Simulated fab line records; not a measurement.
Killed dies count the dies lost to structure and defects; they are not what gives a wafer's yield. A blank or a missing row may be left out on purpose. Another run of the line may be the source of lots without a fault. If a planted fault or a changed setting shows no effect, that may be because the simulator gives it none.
A struck lot beside a sound one    flow nand harc    13 steps out of a route of 1302
Sound: the wafers L974.2, L974.3, L974.4. Wafers L971.1, L971.3, L971.4 were the ones struck. The cause is given at the end.
Order at every step that has rows: each side's tool, ch and its chambers, its first start. Under that, the readings that differ: sound wafers    struck wafers    difference of the means    sigmas: that difference in standard deviations of wafers without a fault.
alike: readings whose means differ by less than 2 such deviations, and words and numbers that are the same on both sides. not compared: withheld readings, readings that some wafer has no value for, bounds like >300 that may hide the same value, and numbers for which the record gives no deviation and whose values overlap.
A row with sigmas, a row that says differs or no value, or rows on one side alone: a step with any of these is where the two part. Numbers that have no deviation but don't overlap get no sigmas and don't part them. A reading that every wafer of one side lacks parts them only if that side has two wafers or more.

first, 4 steps without rows for these wafers: NHARC_A_STAIRCASE_STRIP_447 (strips in SPM, time 900 s); NHARC_A_STAIRCASE_PRECLEAN_448 (cleans in SC1); NHARC_A_STAIRCASE_SRD_449; NHARC_A_STAIRCASE_CMP_450 (polishes SiO2, target thk 200 nm).
NHARC_A_STAIRCASE_CMP_152: polishes.
  sound on cmp-01 ch 0,1,3, day 27 09:53; struck on cmp-02 ch 0,1,2, day 26 16:15
  alike: motor current A
then, 2 steps without rows for these wafers: NHARC_A_STAIRCASE_SRD_154; NHARC_A_STAIRCASE_ETCH_403 (etches SiO2 in dHF, target depth 108.2 nm).
NHARC_A_STAIRCASE_ETCHBACK_422: etches the open film in CH3F/O2, target depth 40 nm, time 74.286 s.
  sound on rie diel-04 ch 0,1,3, day 27 10:20; struck on rie diel-04 ch 0,1,3, day 26 16:43
  alike: drypump motor current A, oes product au, rf vpp V, showerhead plenum p Torr, throttle valve pct
  not compared: rf hours counter h
then, 1 step without rows for these wafers: NHARC_A_STAIRCASE_ETCH_423 (etches SiO2 in dHF, target depth 30 nm).
NHARC_A_STAIRCASE_ETCHBACK_157: etches the open film in CH3F/O2, target depth 90 nm, time 167.14 s.
  sound on rie diel-04 ch 0,1,3, day 27 10:41; struck on rie diel-04 ch 0,1,3, day 26 17:04
  alike: drypump motor current A, oes product au, rf vpp V, showerhead plenum p Torr, throttle valve pct
  not compared: rf hours counter h
NHARC_A_STAIRCASE_STRIP_475: strips in O2, time 20 s.
  sound on rie diel-04 ch 0,2,3; struck on rie diel-04 ch 1,2,3
reading                 sound     struck    difference  sigmas
rf hours counter h (h)  29 29 28  24 24 18  -7          
  alike: drypump motor current A, oes product au, rf vpp V, showerhead plenum p Torr, throttle valve pct
NHARC_A_STAIRCASE_DEP_471: deposits SiO2, target thk 100 nm.
  sound on pecvd-01 ch 1,2, day 27 11:01; struck on pecvd-01 ch 1,2, day 26 17:21
  no value came back on the struck wafers for chamber pressure Torr (Torr), flow sccm (sccm), heater power w (W), throttle valve pct (%); on the sound wafers chamber pressure Torr (Torr) reads 6.486 6.509 6.510
NHARC_A_STAIRCASE_CMP_472: polishes SiO2.
  sound on cmp-02 ch 1,2,3, day 27 11:15; struck on cmp-03 ch 0,1,3, day 26 17:43
  alike: motor current A

## WHERE THEY PART
At NHARC_A_STAIRCASE_DEP_471 and nowhere else, as far as this record goes. Later steps at which nothing parts them and some readings are alike: NHARC_A_STAIRCASE_CMP_472.

WHY: whatever the simulator had introduced
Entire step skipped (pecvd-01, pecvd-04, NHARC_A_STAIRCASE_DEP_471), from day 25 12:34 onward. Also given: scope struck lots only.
